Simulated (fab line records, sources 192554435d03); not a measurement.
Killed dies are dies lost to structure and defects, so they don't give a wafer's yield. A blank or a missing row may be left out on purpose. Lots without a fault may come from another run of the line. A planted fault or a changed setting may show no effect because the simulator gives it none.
Which tool did it? | flow n5_finfet | 12 lots, 32 wafers sampled, at 2 steps of a route of 1938

WHAT THE GAUGES READ, wafer by wafer
N5_PASSIVATION_INSPECT_61: inspects for defects (macro). Usual: raw_defect_count 2.1, standard deviation 1.5.
lot  | measured     | on                | raw_defect_count | flag
L763 | day 12 11:40 | defect_inspect-02 | 1 5              |
L766 | day 13 04:44 | defect_inspect-02 | 5 2 1            |
L767 | day 13 05:10 | defect_inspect-02 | 2 2 2            |
L769 | day 13 06:49 | defect_inspect-01 | 1 2 1            |
L768 | day 13 11:10 | defect_inspect-02 | 2 1 0            |
L770 | day 13 16:05 | defect_inspect-02 | 1 2              |
L771 | day 14 07:16 | defect_inspect-01 | 2 0              |
L772 | day 15 05:07 | defect_inspect-02 | 3 1 3            |
L775 | day 15 05:18 | defect_inspect-02 | 1 3 2            |
L779 | day 16 12:49 | defect_inspect-01 | 4 1 0            |
L783 | day 17 12:47 | defect_inspect-02 | 3 0              |
L786 | day 18 02:26 | defect_inspect-01 | 2 3 1            |

WHICH TOOL RAN EACH LOT (tool, then ch and the chambers of the sampled wafers, then the start)
lot  | N5_MIM_BOT_LITHO_DESCUM_10
L763 | rie_diel-03 ch 0,2, day 12 10:05
L766 | rie_diel-06 ch 0,2, day 13 03:15
L767 | rie_diel-06 ch 1,2,3, day 13 03:30
L769 | rie_diel-06 ch 1,3, day 13 03:40
L768 | rie_diel-03 ch 1,2,3, day 13 07:29
L770 | rie_diel-02 ch 0,1, day 13 14:23
L771 | rie_diel-03 ch 0,1, day 14 05:40
L772 | rie_diel-06 ch 0,3, day 15 00:01
L775 | rie_diel-03 ch 0,1,3, day 15 00:16
L779 | rie_diel-02 ch 1,2,3, day 16 10:52
L783 | rie_diel-03 ch 1,3, day 17 11:00
L786 | rie_diel-02 ch 0,2,3, day 17 23:52
- N5_MIM_BOT_LITHO_DESCUM_10: chemistry O2, time 7.9 s.

WHAT THE TOOLS THEMSELVES READ (means of the sampled wafers that have a number; where no wafer has one, the mark that the record gives instead)
N5_MIM_BOT_LITHO_DESCUM_10. Usual: bias_power_w 20.01 W, standard deviation 0.064; drypump_motor_current_A 5.7 A, standard deviation 0.37; oes_product_au 0.80 a.u., standard deviation 0.042; rf_vpp_V 243.8 V, standard deviation 1.2; showerhead_plenum_p_Torr 2.13 Torr, standard deviation 0.069; throttle_valve_pct 20.37 %, standard deviation 0.24.
lot  | tool        | bias_power_w (W) | drypump_motor_current_A (A) | oes_product_au (a.u.) | rf_vpp_V (V) | showerhead_plenum_p_Torr (Torr) | throttle_valve_pct (%) | flag
L763 | rie_diel-03 | 20.07            | 5.8                         | 0.82                  | 243.7        | 2.15                            | 20.65                  |
L766 | rie_diel-06 | 20.02            | 5.4                         | 0.82                  | 244.7        | 2.15                            | 20.06                  |
L767 | rie_diel-06 | 20.02            | 5.7                         | 0.79                  | 243.5        | 2.11                            | 20.23                  |
L769 | rie_diel-06 | 20.04            | 5.9                         | 0.79                  | 244.0        | 2.12                            | 20.27                  |
L768 | rie_diel-03 | 20.04            | 5.6                         | 0.83                  | 244.1        | 2.19                            | 20.48                  |
L770 | rie_diel-02 | 19.91            | 6.1                         | 0.88                  | 243.6        | 2.07                            | 20.29                  |
L771 | rie_diel-03 | 20.01            | 5.9                         | 0.81                  | 243.7        | 2.16                            | 20.59                  |
L772 | rie_diel-06 | 20.00            | 6.1                         | 0.78                  | 244.6        | 2.20                            | 20.19                  |
L775 | rie_diel-03 | 19.99            | 5.9                         | 0.79                  | 243.4        | 2.14                            | 20.54                  |
L779 | rie_diel-02 | 19.98            | 5.4                         | 0.84                  | 242.6        | 2.09                            | 20.15                  |
L783 | rie_diel-03 | 20.00            | 5.7                         | 0.79                  | 243.5        | 2.17                            | 20.47                  |
L786 | rie_diel-02 | 20.03            | 5.6                         | 0.81                  | 242.9        | 2.05                            | 20.40                  |

THE ANSWER, worked out from the rows above alone
Rule: a lot is off if the mean of its wafers that have a number lies more than 3 standard deviations from the usual mean. A lot without any number at a reading at which 4 lots or more have one is off too. The other lots that the step has rows for count as sound. The gauges are gone through in route order, then the tools' own readings, and for those a lot's mean is taken as printed above. The first step at which some lot is off is used, and at that step the reading that is off furthest; a lot without a number counts as furthest.
No lot is off at any reading shown: from this, nothing can be told.

WHAT THE SIMULATOR HAD PUT IN
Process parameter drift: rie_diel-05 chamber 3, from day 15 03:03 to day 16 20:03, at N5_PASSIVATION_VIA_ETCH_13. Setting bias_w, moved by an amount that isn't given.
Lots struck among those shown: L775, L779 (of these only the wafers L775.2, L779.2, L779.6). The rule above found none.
